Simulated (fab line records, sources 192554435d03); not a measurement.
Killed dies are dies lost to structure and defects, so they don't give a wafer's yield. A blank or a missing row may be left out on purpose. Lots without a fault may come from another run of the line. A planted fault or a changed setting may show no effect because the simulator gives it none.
Which tool did it? | flow n5_finfet | 11 lots, 32 wafers sampled, at 5 steps of a route of 1938

WHAT THE GAUGES READ, wafer by wafer
N5_STI_FIN_REVEAL_FIN_H_MEAS_10.
lot  | measured    | on     | trench_depth_nm (nm)
L515 | day 2 19:30 | ocd-02 | 51.9 51.2 51.3
L517 | day 3 07:43 | ocd-02 | 51.3 50.2 52.1
L518 | day 3 13:20 | ocd-02 | 51.2 51.1 50.5
L519 | day 3 18:50 | ocd-02 | 52.0 51.4 50.5
L521 | day 4 09:14 | ocd-01 | 52.5 52.0 52.0
L525 | day 5 14:59 | ocd-02 | 53.2 53.1 53.2
L527 | day 5 20:16 | ocd-02 | 52.3 52.6 52.5
L528 | day 6 01:52 | ocd-02 | 52.1 51.5 50.4
L530 | day 6 12:52 | ocd-01 | 52.6 52.0
L532 | day 7 00:23 | ocd-01 | 51.8 53.2 52.6
L534 | day 7 14:42 | ocd-02 | 51.4 51.5 51.5

N5_BEOL_M4_RC_MEAS_101.
lot  | measured     | on        | DIBL_N (mV/V)  | DIBL_P (mV/V)  | IOFF_N (nA/um) | IOFF_P (nA/um) | ION_N (uA/um) | ION_P (uA/um) | SS_N (mV/dec)  | SS_P (mV/dec)  | VT_N (mV)   | VT_P (mV)
L515 | day 8 23:46  | prober-01 | 34.7 35.5 35.6 | 37.9 37.3 38.7 | 0.14 0.15 0.15 | 0.24 0.23 0.26 | 670 667 663   | 471 460 470   | 70.7 71.5 71.1 | 73.3 73.1 74.4 | 253 252 251 | -247 -249 -245
L517 | day 9 04:04  | prober-02 | 36.6 35.0 37.3 | 35.9 33.7 37.3 | 0.18 0.14 0.20 | 0.23 0.18 0.25 | 688 659 688   | 476 447 469   | 71.7 71.1 71.7 | 73.7 72.8 74.3 | 245 251 241 | -248 -252 -246
L518 | day 9 07:08  | prober-02 | 32.9 34.0 33.6 | 33.1 35.1 35.0 | 0.10 0.12 0.10 | 0.15 0.18 0.17 | 650 658 643   | 449 463 454   | 71.1 71.1 70.4 | 71.9 72.5 73.3 | 256 254 257 | -252 -250 -252
L519 | day 9 17:11  | prober-02 | 38.1 38.1 37.6 | 38.2 38.2 37.4 | 0.18 0.17 0.17 | 0.24 0.24 0.23 | 681 670 672   | 465 457 463   | 72.1 72.8 72.0 | 74.5 73.7 73.8 | 247 251 248 | -249 -247 -251
L521 | day 10 09:42 | prober-01 | 38.1 35.5 39.5 | 38.1 34.8 39.4 | 0.19 0.14 0.23 | 0.27 0.23 0.31 | 684 669 694   | 475 472 474   | 71.7 71.5 72.5 | 73.3 72.6 74.0 | 246 253 246 | -244 -249 -245
L525 | day 11 05:33 | prober-01 | 38.2 35.1 32.3 | 39.7 34.7 31.9 | 0.21 0.14 0.10 | 0.33 0.23 0.18 | 696 664 664   | 486 467 468   | 71.9 71.1 70.6 | 73.6 73.7 70.9 | 245 249 255 | -240 -247 -249
L527 | day 11 15:52 | prober-01 | 37.1 35.0 36.6 | 38.2 35.3 38.1 | 0.16 0.13 0.16 | 0.24 0.19 0.23 | 678 661 679   | 467 461 472   | 71.9 71.2 71.1 | 73.2 72.9 73.7 | 249 254 251 | -248 -249 -248
L528 | day 11 22:15 | prober-01 | 38.9 39.1 36.9 | 38.2 38.8 34.9 | 0.21 0.21 0.16 | 0.26 0.28 0.22 | 693 697 672   | 479 473 459   | 72.0 71.6 71.2 | 73.1 74.4 74.1 | 242 247 247 | -246 -244 -249
L530 | day 12 00:33 | prober-01 | 36.6 33.0      | 37.2 31.7      | 0.16 0.10      | 0.23 0.16      | 677 653       | 472 453       | 71.4 71.0      | 72.4 71.6      | 249 255     | -246 -251
L532 | day 12 08:16 | prober-01 | 37.2 36.1 37.1 | 38.9 38.3 38.6 | 0.16 0.16 0.17 | 0.20 0.20 0.21 | 670 680 685   | 458 470 465   | 71.8 71.5 72.0 | 73.8 73.7 73.9 | 249 249 251 | -255 -251 -250
L534 | day 13 09:20 | prober-02 | 38.8 36.6 33.3 | 35.0 34.5 30.0 | 0.19 0.15 0.10 | 0.21 0.21 0.16 | 685 670 654   | 461 461 456   | 71.5 71.7 70.7 | 73.3 73.6 71.6 | 249 250 254 | -251 -249 -252

WHICH TOOL RAN EACH LOT (tool, then ch and the chambers of the sampled wafers, then the start)
lot  | N5_STI_FIN_REVEAL_DENSIFY_30    | N5_STI_FIN_REVEAL_OXIDATION_33      | N5_DUMMY_GATE_COAT_35
L515 | rtp_anneal-01 ch 0, day 2 16:22 | plasma_asher-02 ch 0,1, day 2 19:19 | litho_track-04 ch 0, day 3 06:45
L517 | rtp_anneal-01 ch 0, day 3 04:04 | plasma_asher-01 ch 0,1, day 3 07:32 | litho_track-05 ch 0, day 3 16:04
L518 | rtp_anneal-01 ch 0, day 3 09:53 | plasma_asher-01 ch 0,1, day 3 13:08 | litho_track-04 ch 0, day 3 22:49
L519 | rtp_anneal-01 ch 0, day 3 15:30 | plasma_asher-01 ch 0, day 3 18:38   | litho_track-05 ch 0, day 4 03:38
L521 | rtp_anneal-02 ch 0, day 4 05:44 | plasma_asher-02 ch 0, day 4 08:58   | litho_track-04 ch 0, day 4 17:31
L525 | rtp_anneal-02 ch 0, day 5 11:49 | plasma_asher-02 ch 0,1, day 5 14:44 | litho_track-05 ch 0, day 5 23:43
L527 | rtp_anneal-01 ch 0, day 5 17:07 | plasma_asher-02 ch 0,1, day 5 20:05 | litho_track-03 ch 0, day 6 05:02
L528 | rtp_anneal-02 ch 0, day 5 22:35 | plasma_asher-02 ch 0,1, day 6 01:40 | litho_track-05 ch 0, day 6 11:32
L530 | rtp_anneal-02 ch 0, day 6 09:45 | plasma_asher-01 ch 0,1, day 6 12:41 | litho_track-04 ch 0, day 6 21:08
L532 | rtp_anneal-01 ch 0, day 6 21:13 | plasma_asher-02 ch 1, day 7 00:11   | litho_track-03 ch 0, day 7 09:27
L534 | rtp_anneal-02 ch 0, day 7 11:17 | plasma_asher-01 ch 0,1, day 7 14:30 | litho_track-03 ch 0, day 7 23:20
- N5_STI_FIN_REVEAL_DENSIFY_30
- N5_STI_FIN_REVEAL_OXIDATION_33: chemistry O2 PLASMA REMOTE, time 20 s.
- N5_DUMMY_GATE_COAT_35: time 60 s, resist thk 10 nm.

WHAT THE TOOLS THEMSELVES READ (means of the sampled wafers that have a number; where no wafer has one, the mark that the record gives instead)
N5_STI_FIN_REVEAL_DENSIFY_30.
lot  | tool          | lamp_power_pct (%) | lamp_zone_5_pct (%)
L515 | rtp_anneal-01 | 11.53              | 11.536
L517 | rtp_anneal-01 | 11.58              | 11.550
L518 | rtp_anneal-01 | 11.50              | 11.545
L519 | rtp_anneal-01 | 11.49              | 11.525
L521 | rtp_anneal-02 | 11.57              | 11.536
L525 | rtp_anneal-02 | 11.56              | 11.525
L527 | rtp_anneal-01 | 11.47              | 11.520
L528 | rtp_anneal-02 | 11.45              | 11.544
L530 | rtp_anneal-02 | 11.56              | 11.540
L532 | rtp_anneal-01 | 11.51              | 11.526
L534 | rtp_anneal-02 | 11.53              | 11.537

N5_STI_FIN_REVEAL_OXIDATION_33.
lot  | tool            | drypump_motor_current_A (A) | heater_power_w (W)
L515 | plasma_asher-02 | 5.6                         | 147
L517 | plasma_asher-01 | 6.2                         | 165
L518 | plasma_asher-01 | 6.3                         | 171
L519 | plasma_asher-01 | 6.5                         | 174
L521 | plasma_asher-02 | 5.0                         | 155
L525 | plasma_asher-02 | 5.3                         | 151
L527 | plasma_asher-02 | 5.6                         | 148
L528 | plasma_asher-02 | 5.2                         | 152
L530 | plasma_asher-01 | 6.3                         | 164
L532 | plasma_asher-02 | 5.9                         | 143
L534 | plasma_asher-01 | 6.3                         | 168

N5_DUMMY_GATE_COAT_35.
lot  | tool           | exhaust_pa (Pa) | spin_speed_rpm (rpm)
L515 | litho_track-04 | 44.0            | 1500.0
L517 | litho_track-05 | 45.5            | 1500.5
L518 | litho_track-04 | 45.4            | 1499.9
L519 | litho_track-05 | 45.3            | 1500.5
L521 | litho_track-04 | 44.8            | 1498.8
L525 | litho_track-05 | 44.4            | 1824.4
L527 | litho_track-03 | 45.8            | 1500.9
L528 | litho_track-05 | 44.8            | 1824.9
L530 | litho_track-04 | 45.4            | 1501.3
L532 | litho_track-03 | 44.6            | 1498.9
L534 | litho_track-03 | 45.8            | 1499.4

THE ANSWER, worked out from the rows above alone
Rule: what is usual is taken from the lots themselves. Put in order of their means at a reading, lots are off if they are a third of the lots or fewer, leave a main group of 4 or more, and stand apart from it by a gap of 3 or more times the standard deviation of the main group's means; of several such gaps the widest counts. A main group whose means are all the same, to the digits that the tables above print for the reading, isn't used. A lot without any number at a reading at which 4 lots or more have one is off too. The other lots that the step has rows for count as sound. The gauges are gone through in route order, then the tools' own readings, and for those a lot's mean is taken as printed above. The first step at which some lot is off is used, and at that step the reading that is off furthest; a lot without a number counts as furthest.
Off: L525, L528, at N5_DUMMY_GATE_COAT_35 (spin_speed_rpm). The main group: mean 1500.0 rpm, standard deviation 0.82.
A tool fits if, at that step or a process step before it, it ran every lot that is off, and no sound lot after the first of them. One fits: litho_track-05 at N5_DUMMY_GATE_COAT_35. Its last sound lot is L519 (day 4 03:38), its first lot that is off L525 (day 5 23:43): a fault that began between those two fits.
The tool's own readings at N5_DUMMY_GATE_COAT_35 bear it out: on the lots that are off they differ by more than 5 times the standard deviation of the sound lots' means. spin_speed_rpm reads 1824.7 rpm there against 1500.0 rpm on the sound lots.

WHAT THE SIMULATOR HAD PUT IN
Process parameter drift: litho_track-05, from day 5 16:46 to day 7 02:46, at N5_DUMMY_GATE_COAT_35. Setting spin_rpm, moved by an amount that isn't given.
Lots struck among those shown: L525, L528. The rule above found the same.
